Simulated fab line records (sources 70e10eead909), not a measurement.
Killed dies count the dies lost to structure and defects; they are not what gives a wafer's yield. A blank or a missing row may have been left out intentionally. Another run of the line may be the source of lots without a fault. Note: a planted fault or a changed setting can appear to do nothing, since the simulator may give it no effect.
Struck lot and sound lot, side by side | flow nandHarc | 15 out of 1159 route steps
Sound: wafers L212.1, L212.4, L212.6. Struck: wafer L219.2. (L219.3, L219.6 of the same lot were not struck and are left out.) The cause comes at the end.
At each step with rows: each side's tool, then ch and its chambers, then its first start. Under that, the readings that differ: sound wafers | struck wafers | difference of the means | sigmas: that difference in standard deviations of wafers without a fault.
alike: readings with means less than 2 such deviations apart, plus words and numbers identical on both sides. not compared: withheld readings, readings lacking a value on some wafer, bounds such as >300 that could conceal the same value, and numbers that have no deviation in the record and whose values overlap.
The two part at a step that has a row with sigmas, a row that says differs or no value, or rows on one side only. Numbers that don't overlap but have no deviation are shown without sigmas and don't part them. A reading that every wafer of one side lacks parts them only if that side has two wafers or more.

first, 1 step without rows for these wafers: NHARC_A_CHANNEL_HOLE_D1_STRIP_43 (strips in O2/COS).
NHARC_A_CHANNEL_HOLE_D1_ETCH_44: etches the open film in CF4/O2, target depth 140 nm, overetch 14 nm, time 77 s.
  sound on rieDiel-02 ch 2,3, day 9 12:35; struck on rieDiel-12 ch 2, day 10 21:31
reading                      | sound                | struck | difference | sigmas
showerheadPlenumPTorr (Torr) | 1.29 1.32 1.32       | 1.43   | +0.12      | +3
throttleValvePct (%)         | 13.394 13.397 13.391 | 13.415 | +0.021     | +2
  alike: drypumpMotorCurrentA, oes_f_703_au, oesProductAu, rfVppV
  not compared: rfHoursCounterH
NHARC_A_CHANNEL_HOLE_D1_STRIP_27: strips in O2.
  sound: rieDiel-02 ch 2,3; struck: rieDiel-12 ch 2
reading                      | sound          | struck | difference | sigmas
showerheadPlenumPTorr (Torr) | 3.48 3.41 3.41 | 3.76   | +0.33      | +3
  alike: drypumpMotorCurrentA, oesProductAu, rfVppV, throttleValvePct
  not compared: rfHoursCounterH
then, 2 steps without rows for these wafers: NHARC_A_CHANNEL_HOLE_D1_PRECLEAN_28 (cleans in SC1); NHARC_A_CHANNEL_HOLE_D1_SRD_29.
NHARC_A_CHANNEL_HOLE_D1_CD_MEAS_30:
  struck on cdSem-01, day 10 22:18; sound on cdSem-01, day 9 13:23
  alike: cdNm
NHARC_A_CHANNEL_HOLE_D1_XSEM_31:
  sound on xsem-01 ch 0, day 9 13:28; struck on xsem-01 ch 0, day 10 22:23
  alike: botCdNm, bowNm, tiltDeg
NHARC_A_CHANNEL_HOLE_D1_INSPECT_40:
  struck on defectInspect-01, day 10 22:29; sound on defectInspect-02, day 9 13:34
  alike: rawDefectCount
then, 3 steps without rows for these wafers: NHARC_A_CHANNEL_FILL_D1_PRECLEAN_00 (cleans in SC1); NHARC_A_CHANNEL_FILL_D1_SRD_01; NHARC_A_CHANNEL_FILL_D1_ALD_02 (deposits SiO2, target thk 6 nm, pulse time 10 s, ald cycles 60).
NHARC_A_CHANNEL_FILL_D1_ALD_03: deposits SiNx, target thk 6 nm, pulse time 60 s, ald cycles 58.
  sound: aldSinBatch-01 ch 0; struck: aldSinBatch-01 ch 0
  alike: precursorPulseHeightRel
  not compared: aldCycles
NHARC_A_CHANNEL_FILL_D1_ALD_14: deposits SiO2, target thk 2.5 nm, pulse time 10 s, ald cycles 25.
  sound on aldHk-01 ch 0,1,3, day 9 21:38; struck on aldHk-03 ch 2, day 11 05:47
reading   | sound    | struck | difference | sigmas
aldCycles | 25 25 25 | 27     | +2         | 
  alike: heaterPowerW, precursorPulseHeightRel
NHARC_A_CHANNEL_FILL_D1_ALD_15: deposits SiNx, target thk 2 nm, pulse time 60 s, ald cycles 19.
  sound: aldSinBatch-03 ch 0; struck: aldSinBatch-02 ch 0
  alike: precursorPulseHeightRel
  not compared: aldCycles
NHARC_END_SORT_01:
  the record has rows for the sound wafers here (prober-01 ch 0, day 20 14:59) and none for the struck ones

## WHERE THEY PART
Last at NHARC_END_SORT_01 as far as this record goes, first at NHARC_A_CHANNEL_HOLE_D1_ETCH_44.

WHY: whatever the simulator had introduced
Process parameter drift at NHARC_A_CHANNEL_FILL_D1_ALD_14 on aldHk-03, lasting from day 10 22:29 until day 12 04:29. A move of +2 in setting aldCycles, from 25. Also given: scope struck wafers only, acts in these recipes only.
